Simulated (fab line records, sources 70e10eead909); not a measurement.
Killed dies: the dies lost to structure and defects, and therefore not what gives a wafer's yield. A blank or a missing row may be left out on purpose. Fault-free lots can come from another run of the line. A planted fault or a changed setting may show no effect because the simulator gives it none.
fab line records	flow nand_harc
record lots=24	wafers=72	last_day=25
route steps=1159 shown P_CONTACT@246 P_M0@265 P_M2@329
lots that met no fault: taken from a fault-free run of the same line
start_h: start of the lot's first displayed wafer, in hours after the record's first day	wait_h: hours elapsed since this lot's preceding step	" identical to the entry in the row above	L1.1+2: several wafers, shown together as one row	- no value, or no start given	* or withheld: withheld	< > ~ a bound
route shown NAME@n: a module of which the file shows steps, and the number in the route of the first	usual: mean and standard deviation over wafers with no fault	same: alike in all rows	chamber/n: place in a boat	sites: the reading at each site	_std_site: standard deviation of those values	_edge_site: inner sites' mean taken away from outer sites' mean	radius_mm: for every site, how far away it sits from the centre of the wafer	mask NAME#n: copy n	behind: the last tool/chamber to shape the wafer	hold: the reason the lot was held/the length of the hold in hours/how it ended	device: whichever transistor did not switch (one of n, p or np)	end of line: the route-end tests of the same wafers	a step with no rows: only its recipe	killed: count of dies lost to structure and defects at first sort (not the wafer's yield)	map: dies across one wafer; x = killed, . = not, _ = none there
set.NAME: the setting that was run; set.NAME@STEP: the one run at that earlier step	model.NAME: the simulator's own value behind a step, which no gauge read
a sample of lots followed through the steps of the route, with each step as a table and each wafer as a row
services: a tool's chamber out of use, with start hour (start_h, from the record's first day; less than 0 if before it), hours out, and reason
## steps
# step NHARC_P_CONTACT_PVD_32
# recipe target_thk_a=50	chamber_pressure_pa=5	power_w=5000	substrate_temp_c=200	time_s=17.7	material=Ti
# usual chamber_pressure_pa=5.001/0.0097	throttle_valve_pct=29.4/1.3
lot.wafer	tool	chamber	start_h	wait_h	chamber_pressure_pa	throttle_valve_pct
L074.1	pvd_sputter-01	-	-	-	4.963	29.5
L074.3	"	-	"	"	4.999	28.8
L074.6	"	-	"	"	4.989	28.9
L075.3	pvd_sputter-03	-	-	-	5.010	29.2
L075.2	"	-	"	"	5.013	31.2
L075.5	"	-	"	"	5.007	29.4
L077.3	pvd_sputter-02	-	-	-	5.003	29.4
L077.4	"	-	"	"	4.990	28.2
L077.6	"	-	"	"	5.012	29.5
L076.2	pvd_sputter-03	-	-	-	5.006	31.3
L076.4	"	-	"	"	5.020	29.1
L076.6	"	-	"	"	5.003	27.5
L079.4	pvd_sputter-02	-	-	-	4.991	28.2
L079.2	"	-	"	"	4.989	29.4
L079.3	"	-	"	"	4.995	31.7
L078.4	pvd_sputter-03	-	-	-	4.992	30.4
L078.2	"	-	"	"	4.998	27.7
L078.5	"	-	"	"	5.005	29.5
L080.2	pvd_sputter-01	-	-	-	4.975	29.2
L080.3	"	-	"	"	4.983	27.3
L080.5	"	-	"	"	5.003	29.4
L081.1	pvd_sputter-02	-	-	-	5.004	30.0
L081.3	"	-	"	"	4.998	29.6
L081.5	"	-	"	"	5.011	28.3
L082.1	pvd_sputter-03	-	-	-	5.011	31.3
L082.3	"	-	"	"	4.997	29.2
L082.5	"	-	"	"	4.987	27.6
L084.4	pvd_sputter-02	-	-	-	5.001	29.7
L084.3	"	-	"	"	5.001	29.2
L084.6	"	-	"	"	4.997	28.2
L083.3	pvd_sputter-03	-	-	-	5.012	31.4
L083.1	"	-	"	"	4.995	27.2
L083.6	"	-	"	"	4.999	31.2
L085.4	pvd_sputter-03	-	-	-	5.007	27.5
L085.2	"	-	"	"	4.993	29.4
L085.1	"	-	"	"	5.005	30.4
L087.3	pvd_sputter-01	-	-	-	4.999	30.2
L087.2	"	-	"	"	5.008	29.1
L087.5	"	-	"	"	4.993	30.1
L086.3	pvd_sputter-03	-	-	-	4.983	30.5
L086.1	"	-	"	"	4.985	27.2
L086.6	"	-	"	"	5.017	29.3
L088.4	pvd_sputter-01	-	-	-	5.017	30.0
L088.2	"	-	"	"	4.996	30.0
L088.5	"	-	"	"	5.016	29.8
L089.1	pvd_sputter-02	-	-	-	4.985	30.0
L089.3	"	-	"	"	5.001	29.3
L089.6	"	-	"	"	4.993	31.9
L090.2	pvd_sputter-02	-	-	-	4.995	29.4
L090.5	"	-	"	"	4.988	28.3
L090.6	"	-	"	"	5.007	30.1
L091.1	pvd_sputter-01	-	-	-	4.992	29.1
L091.3	"	-	"	"	4.990	29.7
L091.6	"	-	"	"	5.019	30.0
L092.3	pvd_sputter-03	-	-	-	5.003	31.2
L092.4	"	-	"	"	5.003	30.8
L092.1	"	-	"	"	4.999	27.7
L093.1	pvd_sputter-02	-	-	-	4.997	31.6
L093.6	"	-	"	"	5.008	28.0
L093.5	"	-	"	"	5.003	29.2
L095.3	pvd_sputter-01	-	-	-	5.008	27.2
L095.1	"	-	"	"	4.995	30.1
L095.4	"	-	"	"	4.995	29.1
L094.1	pvd_sputter-01	-	-	-	5.002	29.1
L094.4	"	-	"	"	5.003	26.9
L094.2	"	-	"	"	5.003	29.7
L096.2	pvd_sputter-01	-	-	-	5.015	29.2
L096.5	"	-	"	"	5.001	27.3
L096.6	"	-	"	"	5.009	29.9
L097.2	pvd_sputter-01	-	-	-	4.992	29.0
L097.4	"	-	"	"	4.992	27.4
L097.5	"	-	"	"	4.998	29.8
# step NHARC_P_M0_INSPECT_11
# usual raw_defect_count=3.6/2.2
lot.wafer	tool	chamber	start_h	wait_h	raw_defect_count
L074.1	defect_inspect-02	-	108.06	0.0	2
L074.3	"	-	"	"	5
L074.6	"	-	"	"	4
L075.2	defect_inspect-02	-	126.85	0.0	5
L075.3	"	-	"	"	2
L075.5	"	-	"	"	3
L077.3	defect_inspect-01	-	130.08	0.0	4
L077.4	"	-	"	"	4
L077.6	"	-	"	"	3
L076.2	defect_inspect-01	-	130.75	0.0	1
L076.4	"	-	"	"	2
L076.6	"	-	"	"	0
L079.2	defect_inspect-02	-	140.67	0.0	6
L079.3	"	-	"	"	2
L079.4	"	-	"	"	2
L078.2	defect_inspect-01	-	141.03	0.0	5
L078.4	"	-	"	"	2
L078.5	"	-	"	"	1
L080.2	defect_inspect-02	-	153.60	0.0	7
L080.3	"	-	"	"	11
L080.5	"	-	"	"	9
L081.1	defect_inspect-01	-	156.04	0.0	4
L081.3	"	-	"	"	4
L081.5	"	-	"	"	3
L082.1	defect_inspect-02	-	166.50	0.0	2
L082.3	"	-	"	"	4
L082.5	"	-	"	"	2
L084.3	defect_inspect-01	-	181.18	0.0	3
L084.4	"	-	"	"	5
L084.6	"	-	"	"	4
L083.1	defect_inspect-02	-	181.80	0.0	4
L083.3	"	-	"	"	4
L083.6	"	-	"	"	2
L085.1	defect_inspect-01	-	196.81	0.0	2
L085.2	"	-	"	"	1
L085.4	"	-	"	"	5
L087.2	defect_inspect-02	-	202.26	0.0	3
L087.3	"	-	"	"	5
L087.5	"	-	"	"	3
L086.1	defect_inspect-01	-	202.93	0.0	2
L086.3	"	-	"	"	4
L086.6	"	-	"	"	5
L088.2	defect_inspect-01	-	206.24	0.0	2
L088.4	"	-	"	"	2
L088.5	"	-	"	"	4
L089.1	defect_inspect-02	-	218.04	0.0	6
L089.3	"	-	"	"	8
L089.6	"	-	"	"	2
L090.2	defect_inspect-02	-	219.35	0.0	2
L090.5	"	-	"	"	3
L090.6	"	-	"	"	7
L091.1	defect_inspect-02	-	221.80	0.0	4
L091.3	"	-	"	"	3
L091.6	"	-	"	"	1
L092.1	defect_inspect-02	-	222.04	0.0	8
L092.3	"	-	"	"	8
L092.4	"	-	"	"	9
L093.1	defect_inspect-02	-	233.22	0.0	0
L093.5	"	-	"	"	4
L093.6	"	-	"	"	3
L095.1	defect_inspect-02	-	233.99	0.0	4
L095.3	"	-	"	"	3
L095.4	"	-	"	"	3
L094.1	defect_inspect-02	-	234.38	0.0	1
L094.2	"	-	"	"	6
L094.4	"	-	"	"	5
L096.2	defect_inspect-02	-	245.70	0.0	0
L096.5	"	-	"	"	4
L096.6	"	-	"	"	4
L097.2	defect_inspect-01	-	248.89	0.0	1
L097.4	"	-	"	"	4
L097.5	"	-	"	"	3
# step NHARC_P_M0_ETCH_34
# recipe target_depth_a=400	overetch_a=120	time_s=43.94	ion_energy_ev=200	n2_flow_sccm=150	h2_flow_sccm=150	ar_flow_sccm=0	rf_w=400	bias_w=150	chemistry=N2/H2
# usual drypump_motor_current_A=5.7/0.37	oes_product_au=1.003/0.011	rf_vpp_V=431.4/2.9	showerhead_plenum_p_Torr=2.08/0.099	throttle_valve_pct=14.171/0.0094
lot.wafer	tool	chamber	start_h	wait_h	drypump_motor_current_A	oes_product_au	rf_hours_counter_h	rf_vpp_V	showerhead_plenum_p_Torr	throttle_valve_pct
L074.3	rie_diel-02	3	108.21	0.1	4.8	0.980	9	434.5	2.15	14.174
L074.1	"	0	"	"	5.5	1.015	9	432.4	2.09	14.160
L074.6	"	2	"	"	5.6	0.999	-	433.1	2.15	14.157
L075.2	rie_diel-02	2	127.00	0.1	5.6	0.994	12	433.8	2.15	14.178
L075.3	"	1	"	"	5.7	1.027	12	432.8	2.09	14.167
L075.5	"	2	"	"	5.6	0.996	-	433.4	2.15	14.175
L077.4	rie_diel-02	1	130.23	0.1	5.7	1.022	12	431.8	2.09	14.160
L077.3	"	3	"	"	4.8	0.997	10	434.1	2.15	14.163
L077.6	"	2	"	"	5.6	0.994	-	433.3	2.15	14.172
L076.4	rie_diel-02	3	130.90	0.1	4.8	0.988	10	434.9	2.15	14.173
L076.2	"	0	"	"	5.5	1.017	11	431.4	2.09	14.171
L076.6	"	3	"	"	4.8	0.982	-	434.1	2.15	14.196
L079.4	rie_diel-02	2	140.82	0.1	5.6	1.005	13	433.0	2.15	14.154
L079.3	"	3	"	"	4.8	1.003	11	432.6	2.15	14.172
L079.2	"	0	"	"	5.5	1.015	12	430.1	2.09	14.166
L078.2	rie_diel-13	0	141.17	0.1	5.9	0.996	0	427.1	1.91	14.184
L078.4	"	3	"	"	5.9	0.982	0	431.3	2.09	14.167
L078.5	"	1	"	"	5.8	0.995	-	432.2	2.13	14.166
L080.2	rie_diel-04	2	153.76	0.1	6.0	0.997	3	427.8	1.96	14.163
L080.3	"	0	"	"	6.1	1.009	3	432.5	2.11	14.180
L080.5	"	2	"	"	6.0	0.997	-	428.9	1.96	14.156
L081.1	rie_diel-04	0	156.20	0.1	6.1	1.012	4	433.6	2.11	14.182
L081.3	"	2	"	"	6.0	0.996	4	428.7	1.96	14.183
L081.5	"	2	"	"	6.0	0.993	-	427.4	1.96	14.184
L082.3	rie_diel-13	1	166.64	0.1	5.8	0.996	2	433.4	2.13	14.169
L082.1	"	0	"	"	5.9	1.007	2	425.8	1.91	14.180
L082.5	"	2	"	"	6.1	1.001	-	425.4	1.90	14.171
L084.3	rie_diel-04	1	181.36	0.1	5.7	1.001	7	434.2	2.19	14.163
L084.6	"	2	"	"	6.0	0.998	-	427.4	1.96	14.158
L084.4	"	1	"	"	5.7	1.002	-	433.3	2.19	14.177
L083.1	rie_diel-13	1	181.95	0.1	5.8	1.009	3	433.4	2.13	14.164
L083.3	"	3	"	"	5.9	0.992	3	431.0	2.09	14.184
L083.6	"	2	"	"	6.1	0.991	-	426.0	1.90	14.174
L085.4	rie_diel-04	2	196.97	0.1	6.1	0.996	8	427.7	1.96	14.173
L085.2	"	3	"	"	5.3	1.016	5	432.6	2.16	14.173
L085.1	"	0	"	"	6.1	1.014	7	433.4	2.11	14.168
L087.2	rie_diel-13	1	202.41	0.1	5.8	1.002	3	432.6	2.13	14.169
L087.3	"	2	"	"	6.1	0.999	4	425.9	1.90	14.167
L087.5	"	0	"	"	5.9	0.996	-	426.7	1.90	14.173
L086.3	rie_diel-04	1	203.08	0.1	5.7	1.019	8	434.7	2.19	14.165
L086.1	"	2	"	"	6.0	1.005	9	429.2	1.96	14.178
L086.6	"	1	"	"	5.7	1.013	-	434.9	2.19	14.184
L088.2	rie_diel-13	3	206.39	0.1	5.9	0.999	5	430.0	2.09	14.178
L088.4	"	2	"	"	6.1	1.004	5	426.9	1.89	14.176
L088.5	"	0	"	"	5.9	1.005	-	426.3	1.90	14.176
L089.1	rie_diel-13	0	218.19	0.1	5.9	1.012	5	426.1	1.90	14.168
L089.3	"	1	"	"	5.8	0.996	4	433.4	2.13	14.163
L089.6	"	3	"	"	5.9	0.984	-	431.3	2.09	14.184
L090.2	rie_diel-04	1	219.51	0.1	5.6	1.003	9	434.8	2.19	14.158
L090.5	"	1	"	"	5.7	1.015	-	434.3	2.19	14.186
L090.6	"	2	"	"	6.1	1.000	-	428.1	1.96	14.189
L091.1	rie_diel-02	3	221.95	0.1	4.8	1.000	3	432.5	2.15	14.153
L091.3	"	0	"	"	5.5	0.999	3	431.0	2.09	14.180
L091.6	"	3	"	"	4.8	1.007	-	433.0	2.15	14.182
L092.3	rie_diel-13	0	222.19	0.1	5.9	1.007	5	425.9	1.90	14.175
L092.4	"	1	"	"	5.8	0.997	4	432.9	2.13	14.181
L092.1	"	2	"	"	6.0	1.012	5	426.9	1.89	14.169
L093.1	rie_diel-04	3	233.40	0.1	5.3	1.009	6	434.1	2.16	14.154
L093.6	"	1	"	"	5.7	1.005	-	434.4	2.19	14.177
L093.5	"	2	"	"	6.1	0.995	-	427.4	1.96	14.174
L095.3	rie_diel-13	3	234.15	0.1	5.9	0.976	7	431.3	2.09	14.176
L095.1	"	1	"	"	5.8	1.015	6	434.1	2.13	14.157
L095.4	"	1	"	"	5.8	0.998	-	433.4	2.13	14.177
L094.1	rie_diel-02	2	234.54	0.1	5.6	1.012	5	432.8	2.15	14.171
L094.2	"	3	"	"	4.8	1.014	5	435.3	2.15	14.175
L094.4	"	3	"	"	4.8	1.005	-	435.1	2.15	14.181
L096.2	rie_diel-02	3	245.86	0.1	4.8	1.017	6	433.9	2.15	14.166
L096.6	"	0	"	"	5.5	1.003	-	432.2	2.09	14.166
L096.5	"	2	"	"	5.6	1.030	-	434.9	2.15	14.184
L097.2	rie_diel-13	3	249.07	0.1	6.0	0.985	8	432.5	2.09	14.178
L097.5	"	2	"	"	6.0	1.010	-	427.1	1.89	14.185
L097.4	"	3	"	"	5.9	0.981	-	431.4	2.09	14.152
# step NHARC_P_M0_DEP_32
# recipe target_thk_a=300	temp_c=370	target_thk_nm=30	pressure_torr=3	flow_sccm=200	rf_w=450	material=SiCN
# usual heater_power_w=615/53
lot.wafer	tool	chamber	start_h	wait_h	heater_power_w
L074.3	pecvd-04	2	110.80	0.1	568
L074.1	"	0	"	"	655
L074.6	"	2	"	"	576
L075.2	pecvd-03	0	129.57	0.1	696
L075.3	"	1	"	"	564
L075.5	"	0	"	"	677
L077.3	pecvd-02	2	132.81	0.1	575
L077.4	"	1	"	"	638
L077.6	"	0	"	"	615
L076.2	pecvd-03	1	133.49	0.1	496
L076.4	"	0	"	"	619
L076.6	"	2	"	"	665
L079.3	pecvd-03	0	143.36	0.1	635
L079.2	"	2	"	"	673
L079.4	"	1	"	"	581
L078.2	pecvd-04	2	143.75	0.1	557
L078.4	"	1	"	"	631
L078.5	"	2	"	"	576
L080.2	pecvd-03	0	156.27	0.1	614
L080.3	"	1	"	"	549
L080.5	"	1	"	"	543
L081.1	pecvd-04	1	158.77	0.1	617
L081.3	"	2	"	"	515
L081.5	"	1	"	"	611
L082.3	pecvd-02	0	169.18	0.1	572
L082.1	"	1	"	"	648
L082.5	"	2	"	"	595
L084.3	pecvd-02	0	183.95	0.1	634
L084.4	"	0	"	"	634
L084.6	"	1	"	"	656
L083.3	pecvd-03	1	184.48	0.1	614
L083.1	"	0	"	"	675
L083.6	"	2	"	"	718
L085.1	pecvd-03	1	199.55	0.1	533
L085.2	"	2	"	"	620
L085.4	"	1	"	"	543
L087.2	pecvd-02	1	205.02	0.1	673
L087.3	"	0	"	"	663
L087.5	"	0	"	"	656
L086.1	pecvd-03	2	206.09	0.1	614
L086.3	"	0	"	"	694
L086.6	"	2	"	"	630
L088.2	pecvd-03	2	208.95	0.1	610
L088.5	"	2	"	"	585
L088.4	"	0	"	"	582
L089.3	pecvd-04	0	220.77	0.1	572
L089.1	"	1	"	"	684
L089.6	"	0	"	"	589
L090.2	pecvd-03	0	222.07	0.1	671
L090.5	"	0	"	"	655
L090.6	"	2	"	"	609
L091.1	pecvd-03	1	224.48	0.1	604
L091.3	"	2	"	"	712
L091.6	"	2	"	"	704
L092.1	pecvd-04	2	224.79	0.1	521
L092.3	"	0	"	"	610
L092.4	"	1	"	"	653
L093.1	pecvd-02	0	236.24	0.1	663
L093.6	"	2	"	"	550
L093.5	"	0	"	"	657
L095.3	pecvd-03	2	236.77	0.1	679
L095.1	"	1	"	"	607
L095.4	"	0	"	"	644
L094.2	pecvd-04	1	237.20	0.1	639
L094.1	"	2	"	"	535
L094.4	"	1	"	"	632
L096.2	pecvd-04	2	248.54	0.1	539
L096.6	"	0	"	"	537
L096.5	"	1	"	"	596
L097.2	pecvd-02	1	251.69	0.1	624
L097.4	"	0	"	"	659
L097.5	"	2	"	"	521
# step NHARC_P_M2_OVL_MEAS_10
# recipe pitch_nm=340
# usual overlay_x_nm=-0.3/0.97	overlay_y_nm=0.1/0.66
lot.wafer	tool	chamber	start_h	wait_h	overlay_x_nm	overlay_y_nm
L074.1	overlay-01	-	116.11	-	-0.5	0.6
L074.3	"	-	"	"	-0.5	-0.1
L074.6	"	-	"	"	-0.6	0.4
L075.2	overlay-01	-	135.05	-	-0.7	0.3
L075.3	"	-	"	"	0.0	0.2
L075.5	"	-	"	"	-0.7	0.4
L077.3	overlay-01	-	138.43	-	0.6	-0.7
L077.4	"	-	"	"	0.1	0.1
L077.6	"	-	"	"	0.4	-0.8
L076.2	overlay-02	-	138.91	-	-1.1	-0.5
L076.4	"	-	"	"	-1.2	-0.3
L076.6	"	-	"	"	-0.7	-0.2
L079.2	overlay-02	-	149.14	-	-0.7	-0.6
L079.3	"	-	"	"	-1.0	-0.2
L079.4	"	-	"	"	-0.4	-0.2
L078.2	overlay-01	-	149.44	-	1.6	0.6
L078.4	"	-	"	"	1.6	1.4
L078.5	"	-	"	"	1.8	0.9
L080.2	overlay-02	-	162.22	-	0.6	0.6
L080.3	"	-	"	"	1.0	0.3
L080.5	"	-	"	"	0.6	-0.2
L081.1	overlay-01	-	164.41	-	-0.4	-0.5
L081.3	"	-	"	"	-0.5	0.4
L081.5	"	-	"	"	-0.2	0.3
L082.1	overlay-02	-	174.65	-	-0.4	-0.1
L082.3	"	-	"	"	0.1	0.0
L082.5	"	-	"	"	0.1	-0.2
L084.3	overlay-02	-	189.42	-	0.1	0.7
L084.4	"	-	"	"	0.0	0.7
L084.6	"	-	"	"	0.6	0.3
L083.1	overlay-01	-	189.92	-	0.2	0.0
L083.3	"	-	"	"	-0.1	-0.3
L083.6	"	-	"	"	-0.2	-0.7
L085.1	overlay-01	-	204.89	-	-0.6	-1.0
L085.2	"	-	"	"	-0.9	-1.2
L085.4	"	-	"	"	-0.4	-1.3
L087.2	overlay-02	-	210.60	-	0.1	-0.4
L087.3	"	-	"	"	-0.8	0.0
L087.5	"	-	"	"	-0.3	0.2
L086.1	overlay-02	-	211.80	-	-1.0	-1.3
L086.3	"	-	"	"	-0.6	-1.1
L086.6	"	-	"	"	-1.0	-1.1
L088.2	overlay-01	-	214.35	-	-0.7	0.9
L088.4	"	-	"	"	-0.9	0.4
L088.5	"	-	"	"	-0.9	1.2
L089.1	overlay-02	-	226.39	-	-1.1	-0.1
L089.3	"	-	"	"	-1.2	0.1
L089.6	"	-	"	"	-1.2	-0.1
L090.2	overlay-01	-	227.88	-	0.6	0.5
L090.5	"	-	"	"	0.4	1.0
L090.6	"	-	"	"	-0.3	0.6
L091.1	overlay-01	-	230.15	-	0.5	0.2
L091.3	"	-	"	"	-0.7	0.0
L091.6	"	-	"	"	-0.1	0.4
L092.1	overlay-01	-	230.31	-	0.7	0.4
L092.3	"	-	"	"	0.8	-0.3
L092.4	"	-	"	"	0.3	0.4
L093.1	overlay-02	-	241.47	-	-0.1	1.8
L093.5	"	-	"	"	-0.6	1.3
L093.6	"	-	"	"	0.2	1.8
L095.1	overlay-01	-	242.17	-	-4.0	-0.3
L095.3	"	-	"	"	-4.3	-0.3
L095.4	"	-	"	"	-3.8	0.1
L094.1	overlay-02	-	242.75	-	0.1	1.4
L094.2	"	-	"	"	0.0	0.3
L094.4	"	-	"	"	0.1	0.7
L096.2	overlay-02	-	254.31	-	-0.9	-0.5
L096.5	"	-	"	"	-0.6	-0.8
L096.6	"	-	"	"	-0.5	-1.0
L097.2	overlay-01	-	257.21	-	0.3	0.1
L097.4	"	-	"	"	0.4	0.1
L097.5	"	-	"	"	0.5	0.2
# step NHARC_P_M2_DEGAS_29
# recipe temp_c=250	time_s=60
# usual heater_power_w=335/26
lot.wafer	tool	chamber	start_h	wait_h	heater_power_w
L074.1	pvd_sputter-02	-	117.32	-	338
L074.3	"	-	"	"	339
L074.6	"	-	"	"	307
L075.2	pvd_sputter-03	-	136.17	-	382
L075.3	"	-	"	"	387
L075.5	"	-	"	"	392
L077.4	pvd_sputter-02	-	139.55	-	356
L077.3	"	-	"	"	305
L077.6	"	-	"	"	339
L076.2	pvd_sputter-03	-	140.12	-	371
L076.4	"	-	"	"	315
L076.6	"	-	"	"	319
L079.2	pvd_sputter-03	-	150.25	-	384
L079.4	"	-	"	"	385
L079.3	"	-	"	"	317
L078.4	pvd_sputter-02	-	150.55	-	302
L078.2	"	-	"	"	342
L078.5	"	-	"	"	317
L080.2	pvd_sputter-02	-	163.33	-	337
L080.3	"	-	"	"	323
L080.5	"	-	"	"	310
L081.1	pvd_sputter-02	-	165.52	-	330
L081.3	"	-	"	"	330
L081.5	"	-	"	"	339
L082.3	pvd_sputter-02	-	175.77	-	329
L082.1	"	-	"	"	336
L082.5	"	-	"	"	336
L084.3	pvd_sputter-03	-	190.53	-	378
L084.4	"	-	"	"	317
L084.6	"	-	"	"	328
L083.1	pvd_sputter-01	-	191.04	-	307
L083.3	"	-	"	"	324
L083.6	"	-	"	"	321
L085.2	pvd_sputter-01	-	206.16	-	324
L085.1	"	-	"	"	318
L085.4	"	-	"	"	320
L087.2	pvd_sputter-03	-	211.83	-	382
L087.3	"	-	"	"	321
L087.5	"	-	"	"	395
L086.3	pvd_sputter-03	-	213.04	-	321
L086.1	"	-	"	"	325
L086.6	"	-	"	"	317
L088.4	pvd_sputter-03	-	215.47	-	318
L088.2	"	-	"	"	387
L088.5	"	-	"	"	320
L089.3	pvd_sputter-01	-	227.51	-	296
L089.1	"	-	"	"	306
L089.6	"	-	"	"	319
L090.2	pvd_sputter-02	-	229.03	-	342
L090.6	"	-	"	"	338
L090.5	"	-	"	"	309
L091.3	pvd_sputter-03	-	231.40	-	378
L091.1	"	-	"	"	372
L091.6	"	-	"	"	382
L092.4	pvd_sputter-02	-	231.56	-	328
L092.3	"	-	"	"	314
L092.1	"	-	"	"	334
L093.1	pvd_sputter-02	-	242.63	-	311
L093.6	"	-	"	"	317
L093.5	"	-	"	"	329
L095.4	pvd_sputter-03	-	243.31	-	389
L095.3	"	-	"	"	310
L095.1	"	-	"	"	319
L094.1	pvd_sputter-01	-	243.92	-	323
L094.4	"	-	"	"	318
L094.2	"	-	"	"	303
L096.2	pvd_sputter-02	-	255.56	-	343
L096.6	"	-	"	"	321
L096.5	"	-	"	"	344
L097.4	pvd_sputter-02	-	258.36	-	334
L097.2	"	-	"	"	337
L097.5	"	-	"	"	335
## services
tool	chamber	start_h	hours	kind
pecvd-02	1	88.86	2.1	repair
pvd_sputter-02	-	90.23	2.6	repair
pecvd-03	-	97.92	1.0	repair
pvd_sputter-03	-	102.00	10.0	pm
pecvd-03	-	111.08	13.0	pm
rie_diel-04	-	111.90	9.0	pm
rie_diel-13	-	126.02	9.0	pm
pecvd-02	-	145.40	0.4	repair
pecvd-04	-	146.80	1.5	repair
rie_diel-02	-	150.70	9.0	pm
pecvd-02	-	153.00	13.0	pm
rie_diel-04	3	154.52	27.0	repair
pvd_sputter-01	-	158.00	10.0	pm
pecvd-03	0	159.91	1.9	repair
rie_diel-02	0	163.29	3.3	repair
pecvd-04	-	195.16	13.0	pm
rie_diel-02	-	196.04	1.1	repair
pvd_sputter-01	-	210.12	1.1	repair
pvd_sputter-02	-	214.00	10.0	pm
rie_diel-13	0	230.03	35.6	repair
rie_diel-04	0	230.43	2.9	repair
rie_diel-02	1	231.81	21.0	repair
rie_diel-13	-	235.44	1.3	repair
rie_diel-13	1	238.29	7.1	repair
## key
fault none
